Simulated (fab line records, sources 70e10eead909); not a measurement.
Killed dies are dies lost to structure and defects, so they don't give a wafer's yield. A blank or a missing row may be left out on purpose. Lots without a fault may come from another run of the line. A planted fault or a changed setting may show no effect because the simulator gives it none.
Chamber matching | flow nand_harc | NHARC_A_STAIRCASE_TRIM_187 on rie_diel-13: 4 sister chambers
The step chemistry O2, time 211.2 s. 4 wafers are shown with their chamber, then 9 later ones without.

WAFERS WITH THEIR CHAMBER
wafer  | chamber | drypump_motor_current_A (A)
L089.4 | 2       | 5.8
L088.3 | 3       | 6.3
L088.4 | 0       | 5.9
L088.5 | 1       | 6.2

WAFERS WITHOUT THEIR CHAMBER
wafer  | drypump_motor_current_A (A)
L095.1 | 6.4
L095.5 | 6.2
L095.6 | 5.8
L093.1 | 6.2
L093.2 | 5.9
L093.4 | 6.4
L092.1 | 6.3
L092.5 | 6.3
L092.6 | 5.9

WHICH CHAMBER EACH WENT THROUGH
wafer  | from the rows above | in truth
L095.1 | 3                   | 3
L095.5 | 1                   | 1
L095.6 | 2                   | 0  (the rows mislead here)
L093.1 | 1                   | 1
L093.2 | 0                   | 0
L093.4 | 3                   | 3
L092.1 | 3                   | 3
L092.5 | 3                   | 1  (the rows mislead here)
L092.6 | 0                   | 0
Placed correctly: 7 of 9. Can't be placed from these rows: 0. Placed wrongly: 2.
How it was worked out, from the rows above alone: a wafer's distance from a chamber is the root of the sum, over the readings, of the square of ((its reading less the chamber's mean) divided by the reading's scatter). The wafer belongs to the nearest chamber; if the next one is less than 2 further off, it can't be placed. A chamber's mean is the mean of its shown wafers. The scatter: with one shown wafer a chamber, the root of the mean of the squares of how far each hidden wafer lies from its nearest shown one.
